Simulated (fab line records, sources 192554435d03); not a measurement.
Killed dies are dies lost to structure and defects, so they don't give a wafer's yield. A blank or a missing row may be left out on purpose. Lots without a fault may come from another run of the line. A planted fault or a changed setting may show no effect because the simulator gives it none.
Which tool did it? | flow n5_finfet | 10 lots, 30 wafers sampled, at 4 steps of a route of 1938

WHAT THE GAUGES READ, wafer by wafer
N5_BEOL_M0_SAQP_OVL_MEAS_15.
lot  | measured     | on         | M0_CORE_OVL (nm)
L903 | day 6 05:48  | overlay-01 | 0.5 0.2 0.2
L905 | day 6 18:14  | overlay-01 | 0.0 -0.5 -1.0
L906 | day 6 21:03  | overlay-01 | -0.7 -0.4 -0.1
L908 | day 7 16:11  | overlay-01 | 0.3 0.6 0.2
L910 | day 7 22:25  | overlay-01 | 0.9 0.2 -0.5
L911 | day 7 22:11  | overlay-02 | -0.8 0.1 -0.2
L914 | day 9 02:19  | overlay-01 | -0.4 0.0 -0.3
L918 | day 9 17:27  | overlay-01 | -0.5 0.2 0.1
L920 | day 10 09:26 | overlay-02 | 0.0 -0.4 -0.5
L921 | day 10 17:57 | overlay-02 | 1.1 -0.9 -0.2

WHICH TOOL RAN EACH LOT (tool, then ch and the chambers of the sampled wafers, then the start)
lot  | N5_MOL_CONTACT_COAG_STRIP_49         | N5_BEOL_M0_SAQP_PECVD_04        | N5_BEOL_M0_SAQP_COAT_81
L903 | plasma_asher-02 ch 0,1, day 5 23:13  | pecvd-01 ch 1,2, day 6 05:11    | litho_track-01 ch 0, day 6 05:24
L905 | plasma_asher-01 ch 0,1, day 6 12:49  | pecvd-02 ch 1,2, day 6 17:46    | litho_track-04 ch 0, day 6 17:58
L906 | plasma_asher-01 ch 0,1, day 6 15:16  | pecvd-01 ch 0,1, day 6 20:26    | litho_track-04 ch 0, day 6 20:39
L908 | plasma_asher-01 ch 0,1, day 7 11:02  | pecvd-04 ch 0,1, day 7 15:43    | litho_track-02 ch 0, day 7 15:55
L910 | plasma_asher-02 ch 0,1, day 7 14:39  | pecvd-02 ch 0,1, day 7 21:48    | litho_track-02 ch 0, day 7 22:01
L911 | plasma_asher-01 ch 0,1, day 7 16:19  | pecvd-01 ch 0,1, day 7 21:42    | litho_track-04 ch 0, day 7 21:55
L914 | plasma_asher-02 ch 0,1, day 8 18:41  | pecvd-01 ch 0,1,2, day 9 01:43  | litho_track-02 ch 0, day 9 01:55
L918 | plasma_asher-02 ch 1, day 9 10:55    | pecvd-02 ch 1,2, day 9 16:58    | litho_track-04 ch 0, day 9 17:11
L920 | plasma_asher-01 ch 0,1, day 10 02:41 | pecvd-01 ch 0,1, day 10 08:57   | litho_track-04 ch 0, day 10 09:10
L921 | plasma_asher-02 ch 0,1, day 10 11:44 | pecvd-02 ch 0,1,2, day 10 17:28 | litho_track-04 ch 0, day 10 17:38
- N5_MOL_CONTACT_COAG_STRIP_49: strips in N2/H2, time 30 s.
- N5_BEOL_M0_SAQP_PECVD_04: deposits a-Si from SiH4/He, target thk 60 nm, time 60.2 s.
- N5_BEOL_M0_SAQP_COAT_81: time 60 s, resist thk 100 nm.

THE ANSWER, worked out from the rows above alone
Rule: what is usual is taken from the lots themselves. Put in order of their means at a reading, lots are off if they are a third of the lots or fewer, leave a main group of 4 or more, and stand apart from it by a gap of 3 or more times the standard deviation of the main group's means; of several such gaps the widest counts. A main group whose means are all the same, to the digits that the tables above print for the reading, isn't used. A lot without any number at a reading at which 4 lots or more have one is off too. The other lots that the step has rows for count as sound.
No lot is off at any reading shown: from this, nothing can be told.

WHAT THE SIMULATOR HAD PUT IN
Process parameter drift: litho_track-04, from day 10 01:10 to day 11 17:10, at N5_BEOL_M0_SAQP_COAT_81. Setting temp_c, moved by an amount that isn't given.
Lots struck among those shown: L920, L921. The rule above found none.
